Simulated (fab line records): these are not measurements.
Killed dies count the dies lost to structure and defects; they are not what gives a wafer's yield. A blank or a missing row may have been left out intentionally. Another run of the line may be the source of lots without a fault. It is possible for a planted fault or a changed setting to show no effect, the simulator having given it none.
Split-lot experiment + flow n5 finfet + 21 wafers read from 7 lots, route of 1938 steps

== THE SPLIT ==
At N5_MIM_BOT_ETCH_ETCH_04 (etches SiNx in CF4/O2, target depth 26 nm, time 13 s), the setting source w was moved away from the recipe's 535 W on 8 of the 21 wafers read, by -12.2% to +16.5%. For the rest of the wafers, this setting stayed at what the recipe calls for.

The reading comes from the split's own step.

== THE READING ==
rf vpp V, in V, at N5_MIM_BOT_ETCH_ETCH_04 (etches SiNx in CF4/O2, target depth 26 nm, time 13 s). Fault-free wafers of this fab line usually give 239 V, standard deviation 5 V.

| wafer  | tool, chamber at the split | source w as run, W | against the recipe | rf vpp V, V | against lot-mates on the recipe |
|--------|----------------------------|--------------------|--------------------|-------------|---------------------------------|
| L076.2 | rie diel-01, 2             | 535                | recipe             | 239         | -                               |
| L076.4 | rie diel-01, 1             | 535                | recipe             | 247         | -                               |
| L076.6 | rie diel-01, 2             | 535                | recipe             | 238         | -                               |
| L075.1 | rie diel-01, 1             | 535                | recipe             | 248         | -                               |
| L075.3 | rie diel-01, 0             | 586.5              | +9.6%              | 234         | -10                             |
| L075.6 | rie diel-01, 2             | 535                | recipe             | 239         | -                               |
| L084.2 | rie diel-05, 1             | 613.7              | +14.7%             | 217         | -19                             |
| L084.5 | rie diel-05, 2             | 535                | recipe             | 231         | -                               |
| L084.6 | rie diel-05, 3             | 535                | recipe             | 241         | -                               |
| L085.2 | rie diel-05, 2             | 612.5              | +14.5%             | 214         | no lot-mate on the recipe       |
| L085.4 | rie diel-05, 3             | 612.5              | +14.5%             | 224         | no lot-mate on the recipe       |
| L085.6 | rie diel-05, 1             | 612.5              | +14.5%             | 219         | no lot-mate on the recipe       |
| L089.3 | rie diel-01, 0             | 535                | recipe             | 246         | -                               |
| L089.5 | rie diel-01, 2             | 535                | recipe             | 239         | -                               |
| L089.6 | rie diel-01, 1             | 535                | recipe             | 248         | -                               |
| L091.2 | rie diel-05, 1             | 535                | recipe             | 234         | -                               |
| L091.4 | rie diel-05, 1             | 535                | recipe             | 233         | -                               |
| L091.6 | rie diel-05, 0             | 623.4              | +16.5%             | 214         | -20                             |
| L097.1 | rie diel-01, 0             | 469.8              | -12.2%             | 262         | +23                             |
| L097.3 | rie diel-01, 2             | 535                | recipe             | 239         | -                               |
| L097.5 | rie diel-01, 2             | 469.8              | -12.2%             | 257         | +18                             |

FIT RESULTS
A straight line over all 21 wafers: rf vpp V changes by -1.49 V for each +1% of source w; r = -0.92; the points scatter about the line by 5.2 V.
The same after taking each lot's own level away (the mean of its wafers on the recipe; 18 wafers): -1.37 V for each +1%; r = -0.93; scatter 3.8 V.
Per that fit: largest source w move, reading shift of 23 V.
Measured against the standard deviation above, the lots' own levels, which go from 233.5 to 244.3 V, span 2.2 times it.
The two slopes are in agreement: the lot-to-lot level therefore moves the slope only a little.
Check: -23 V against its lot-mates is what the line predicts for one of the wafers moved furthest among these (+16.5%) when that wafer is left out of the fit. Against them it came out at -19.5 V.
Tool readings at the split's step, against how far the setting was moved: rf vpp V r = -0.92.

== OTHER SPLITS APPLIED TO THESE WAFERS ==
Before the reading, these wafers also passed through other splits. Each is held against what the fit with the lots' levels taken away leaves over:
| other split on the same wafers | wafers away from the commonest value | r with rf vpp V (lot level and that fit taken away) |
|--------------------------------|--------------------------------------|-----------------------------------------------------|
| N5_BEOL_M14_PEB_08 peb temp c  | 4                                    | -0.16                                               |
| N5_BEOL_M14_ETCH_68 time s     | 10                                   | -0.11                                               |
| N5_BEOL_M14_SPUTTER_43 power w | 6                                    | +0.13                                               |

== THE FILE'S OWN FIT ==
rf vpp V changes by -1.3 V for each +1% of source w, r = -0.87.
